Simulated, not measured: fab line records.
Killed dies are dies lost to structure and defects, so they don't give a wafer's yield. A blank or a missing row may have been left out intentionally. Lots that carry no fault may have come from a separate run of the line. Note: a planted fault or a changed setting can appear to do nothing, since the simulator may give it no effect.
2 desks, one fault :: flow n5-finfet :: what lay behind the numbers comes last; until then each desk has only its own

AT THE TOOL OWNER'S DESK: rie-diel-01
The tool's own readings at N5_BEOL_M9_ETCH_61 (etches SiARC in CF4, target depth 39 nm, time 65 s): means of the sampled wafers that have a number, for each lot that ran on this tool. A lot is out of limits, marked OUT, if its mean lies more than 4 standard deviations from the usual mean; the brackets give that distance.
Columns: A = drypump-motor-current-A at N5_BEOL_M9_ETCH_61, usual 5.9 A; B = etch-rf-on-time-s at N5_BEOL_M9_ETCH_61, usual 64.5 s; C = oes-product-au at N5_BEOL_M9_ETCH_61, usual 0.70 a.u.; D = rf-vpp-V at N5_BEOL_M9_ETCH_61, usual 184.1 V; E = showerhead-plenum-p-Torr at N5_BEOL_M9_ETCH_61, usual 2.15 Torr; F = throttle-valve-pct at N5_BEOL_M9_ETCH_61, usual 15.55 %
lot: L110
first seen here: day 12 16:16
A: 6.0
B: 65.5
C: 0.72
D: 184.9
E: 2.19
F: 15.44

lot: L120
first seen here: day 15 16:42
A: 6.0
B: 64.2
C: 0.72
D: 183.7
E: 2.11
F: 15.50
Result from this desk: across the 2 lots, nothing is out of limits.

THE DEFECT DESK
Inspection counts along the route, by lot: the mean over sampled wafers that carry a number. A lot is out of limits, marked OUT, if its mean lies more than 4 standard deviations from the usual mean; the brackets give that distance.
Columns: A = raw-defect-count at N5_BEOL_M9_INSPECT_30, usual 402
lot: L999
first seen here: day 9 22:15
A: 382

lot: L100
first seen here: day 10 01:16
A: 354

lot: L110
first seen here: day 12 17:38
A: 602

lot: L111
first seen here: day 13 10:47
A: 331

lot: L112
first seen here: day 13 10:52
A: 487

lot: L116
first seen here: day 13 21:52
A: 443

lot: L118
first seen here: day 14 20:51
A: 488

lot: L120
first seen here: day 15 19:44
A: 639

lot: L121
first seen here: day 16 02:58
A: 371
Result from this desk: across the 9 lots, nothing is out of limits.

TAKEN TOGETHER
The tool owner's desk saw nothing out of limits.
No out-of-limits result turned up at the defect desk.

WHAT THE SIMULATOR HAD INSERTED
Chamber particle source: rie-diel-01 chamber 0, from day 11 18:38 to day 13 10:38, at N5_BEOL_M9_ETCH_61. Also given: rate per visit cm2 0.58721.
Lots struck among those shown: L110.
